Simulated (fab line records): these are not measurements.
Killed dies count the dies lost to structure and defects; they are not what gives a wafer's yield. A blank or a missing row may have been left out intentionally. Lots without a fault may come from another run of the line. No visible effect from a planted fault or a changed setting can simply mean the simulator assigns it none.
The tool behind it: which one? -- flow nand-harc -- Sampling: 22 lots, 66 wafers, 2 of 1302 route steps

## WHAT THE GAUGES SHOWED, per wafer
NHARC_P_STI_INSPECT_25.
lot,measured,on,raw-defect-count
L074,day 3 23:29,defect-inspect-01,155 181 179
L075,day 4 14:23,defect-inspect-01,229 214 220
L076,day 5 02:16,defect-inspect-02,202 233 174
L077,day 5 02:16,defect-inspect-01,171 144 159
L079,day 6 01:04,defect-inspect-02,448 422 275
L080,day 6 14:53,defect-inspect-02,311 256 210
L081,day 6 20:56,defect-inspect-02,143 150 137
L082,day 7 12:29,defect-inspect-02,229 429 258
L083,day 7 17:28,defect-inspect-02,157 249 288
L084,day 8 08:22,defect-inspect-02,283 159 376
L085,day 8 14:35,defect-inspect-02,183 216 337
L088,day 10 03:08,defect-inspect-01,155 152 147
L086,day 10 03:08,defect-inspect-02,132 102 167
L087,day 10 03:08,defect-inspect-01,146 263 358
L089,day 10 03:10,defect-inspect-01,144 390 190
L090,day 10 22:29,defect-inspect-01,265 167 217
L091,day 11 05:44,defect-inspect-02,161 203 124
L092,day 11 15:44,defect-inspect-02,220 117 166
L094,day 12 15:26,defect-inspect-01,183 93 129
L096,day 13 00:15,defect-inspect-02,274 137 224
L095,day 13 00:15,defect-inspect-01,190 173 207
L097,day 13 13:24,defect-inspect-02,148 84 231

NHARC_P_GATE_CD_MEAS_59: the cd target is 720 nm.
lot,measured,on,cd-nm (nm)
L074,day 5 11:32,cd-sem-03,723.6 722.9 723.1
L075,day 6 02:12,cd-sem-02,718.6 719.0 720.9
L076,day 6 17:46,cd-sem-03,721.5 722.1 721.2
L077,day 6 17:01,cd-sem-02,716.4 719.3 718.8
L079,day 7 19:32,cd-sem-02,719.4 719.8 719.2
L080,day 8 05:16,cd-sem-03,720.6 720.3 719.6
L081,day 8 11:43,cd-sem-03,721.9 721.9 722.5
L082,day 9 06:16,cd-sem-02,721.3 720.0 719.8
L083,day 9 05:20,cd-sem-01,719.9 721.6 718.7
L084,day 10 03:14,cd-sem-02,719.6 719.5 718.9
L085,day 10 07:06,cd-sem-01,721.6 722.9 720.7
L088,day 11 16:37,cd-sem-02,722.8 721.3 721.2
L086,day 11 15:11,cd-sem-03,720.2 721.9 720.8
L087,day 11 21:41,cd-sem-03,719.5 719.4 718.1
L089,day 11 16:05,cd-sem-03,721.5 721.3 720.8
L090,day 12 17:21,cd-sem-01,719.1 718.8 720.2
L091,day 12 19:13,cd-sem-03,720.0 720.2 719.3
L092,day 13 08:31,cd-sem-03,720.2 721.4 722.2
L094,day 14 07:24,cd-sem-01,721.2 719.6 720.9
L096,day 14 15:22,cd-sem-02,719.7 719.4 721.5
L095,day 14 16:00,cd-sem-03,717.8 717.6 719.1
L097,day 15 01:52,cd-sem-03,719.5 720.6 719.0

## WHAT TOOL EACH LOT RAN ON (gives the tool, then ch and the chambers of the sampled wafers, and finally the start)
No process step before these readings appears in the record.

## WHAT THE TOOLS THEMSELVES READ (means of the sampled wafers that have a number; where no wafer has one, the mark that the record gives instead)
The record holds no such reading with a usual standard deviation.

## THE ANSWER, worked out from the rows above alone
Rule: what is usual is taken from the lots themselves. Put in order of their means at a reading, lots are off if they are a third of the lots or fewer, leave a main group of 4 or more, and stand apart from it by a gap of 3 or more times the standard deviation of the main group's means; of several such gaps the widest counts. Not used: any main group whose means are identical at the precision the tables above print for the reading. Also off: a lot with no number at a reading for which 4 or more lots have one. Any other lot the step has rows for is counted as sound. After the gauges, taken in route order, come the tools' own readings; for these a lot's mean is taken, as printed above. At the first step where some lot is off, the reading lying furthest off is the one used; lots without a number count as furthest.
Nothing can be told from this: no lot is off at any reading shown.

## WHAT WAS PUT IN BY THE SIMULATOR
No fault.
